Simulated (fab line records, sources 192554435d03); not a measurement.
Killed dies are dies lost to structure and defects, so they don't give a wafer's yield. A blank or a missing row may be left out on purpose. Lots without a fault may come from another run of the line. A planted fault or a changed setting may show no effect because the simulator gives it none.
Problem report in the 8D (eight disciplines) form, filled by code | flow n5_finfet | the parts of the form that need people (team, actions taken, sign-off) are left out

1. THE PROBLEM
spin_speed_rpm at N5_BEOL_M8_COAT_22 reads a mean of 1410.8 rpm on 6 wafers of 2 lots; wafers without a fault read 1500.0 rpm with a standard deviation of 1.2. That is -74 standard deviations from the usual mean.
The step: resist thk 30 nm.
First seen on wafer L270.2, day 12 07:02, on litho_track-04. The record holds 32 wafers of 12 lots with a number at this step. Rule for "out", or "out of limits": more than 4 standard deviations from the usual mean. The other wafers with a number count as sound.

2. WHAT IT IS AND WHAT IT IS NOT
question                    | is                     | is not
which readings at this step | spin_speed_rpm         | -
which lots                  | L270, L272             | L259, L261, L262, L263, L266, L275, L276, L277, L279, L280
which wafers of those lots  | all that have a number | -
read on which tools         | litho_track-04         | litho_track-02, litho_track-03
when                        | from day 12 07:02      | up to then (14 sound wafers); but 12 sound wafers of L275, L276, L277, L279, L280 came after

3. SUSPECTS, AND WHAT RULES EACH OUT
Counting: a tool at a process step up to the reading stays a suspect if it ran every lot that is out and no sound lot after the first of them.
- litho_track-04 at N5_BEOL_M8_COAT_22 (resist thk 30 nm): kept. It ran every lot that is out, first L270 (day 12 07:02), and no sound lot after that; its last sound lot up to then is L266 (day 11 20:08). Its own readings are out on those wafers: spin_speed_rpm.
Left after counting: litho_track-04 at N5_BEOL_M8_COAT_22.

4. THE CAUSE (what the simulator had put in)
Process parameter drift: litho_track-04, from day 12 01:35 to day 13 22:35, at N5_BEOL_M8_COAT_22. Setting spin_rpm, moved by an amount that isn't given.
Counting left only this tool.

5. THE CHAIN OF EFFECTS, in route order
Each row: a reading whose mean over the struck wafers that have a number lies more than 3 standard deviations from the usual. Only readings for which the record gives a usual standard deviation are gone through. hours: the time from each lot's start at the first step in this table that gives one to its start at this step, as a median over the lots. sigmas: the change in usual standard deviations.
hours | step               | reading        | usual      | on struck wafers | change | sigmas
0     | N5_BEOL_M8_COAT_22 | spin_speed_rpm | 1500.0 rpm | 1410.8           | -89.2  | -74
The process steps in it:
- N5_BEOL_M8_COAT_22: resist thk 30 nm.

6. WHAT WOULD HAVE CAUGHT IT SOONER
In this record the first reading out of limits was taken at day 12 07:02, 5 hours after the fault began at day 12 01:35.
